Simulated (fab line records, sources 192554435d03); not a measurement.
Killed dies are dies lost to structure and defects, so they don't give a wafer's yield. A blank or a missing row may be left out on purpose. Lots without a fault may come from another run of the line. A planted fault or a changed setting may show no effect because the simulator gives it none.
Chamber matching | flow n5_finfet | N5_BEOL_M7_ETCH_65 on rie_diel-05: 4 sister chambers
The step etches SiARC in CF4, target depth 15.6 nm, time 26 s. 14 wafers are shown with their chamber, then 7 later ones without.

WAFERS WITH THEIR CHAMBER
wafer  | chamber | showerhead_plenum_p_Torr (Torr) | throttle_valve_pct (%) | oes_product_au (a.u.)
L077.2 | 1       | 2.21                            | 15.73                  | 0.58
L077.5 | 2       | 2.21                            | 15.55                  | 0.61
L077.6 | 3       | 2.09                            | 15.67                  | 0.67
L078.1 | 1       | 2.21                            | 15.72                  | 0.58
L078.2 | 0       | 2.17                            | 15.77                  | 0.72
L078.4 | 2       | 2.21                            | 15.55                  | 0.61
L082.1 | 1       | 2.21                            | 15.72                  | 0.58
L082.3 | 2       | 2.20                            | 15.57                  | 0.60
L082.6 | 0       | 2.17                            | 15.78                  | 0.71
L084.2 | 3       | 2.08                            | 15.69                  | 0.66
L084.5 | 3       | 2.08                            | 15.69                  | 0.66
L084.6 | 2       | 2.20                            | 15.57                  | 0.60
L087.1 | 2       | 2.20                            | 15.58                  | 0.59
L087.3 | 0       | 2.17                            | 15.78                  | 0.69

SIGNATURES (means of the wafers above)
reading                  | chamber 0 | chamber 1 | chamber 2 | chamber 3 | scatter within a chamber
showerhead_plenum_p_Torr | 2.1700    | 2.2100    | 2.2040    | 2.0833    | 0.00432
throttle_valve_pct       | 15.7767   | 15.7233   | 15.5640   | 15.6833   | 0.0106
oes_product_au           | 0.7067    | 0.5800    | 0.6020    | 0.6633    | 0.00902
Rule: a wafer's distance from a chamber is the root of the sum, over the readings, of the square of ((its reading less the chamber's mean) divided by the reading's scatter). The wafer belongs to the nearest chamber; if the next one is less than 2 further off, it can't be placed. The scatter: the root of (the sum of the squares of (reading less its chamber's mean) over the shown wafers, divided by (wafers less chambers)).

WAFERS WITHOUT THEIR CHAMBER
wafer  | showerhead_plenum_p_Torr (Torr) | throttle_valve_pct (%) | oes_product_au (a.u.)
L087.5 | 2.17                            | 15.80                  | 0.68
L088.1 | 2.17                            | 15.80                  | 0.69
L088.2 | 2.08                            | 15.70                  | 0.66
L088.4 | 2.20                            | 15.58                  | 0.59
L097.1 | 2.20                            | 15.24                  | 0.80
L097.3 | 2.16                            | 15.84                  | 0.68
L097.5 | 2.07                            | 15.74                  | 0.65

WHICH CHAMBER EACH WENT THROUGH
wafer  | from the rows above | in truth
L087.5 | 0                   | 0
L088.1 | 0                   | 0
L088.2 | 3                   | 3
L088.4 | 2                   | 2
L097.1 | 2                   | 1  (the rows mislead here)
L097.3 | 0                   | 0
L097.5 | 3                   | 3
Placed correctly: 6 of 7. Can't be placed from these rows: 0. Placed wrongly: 1.
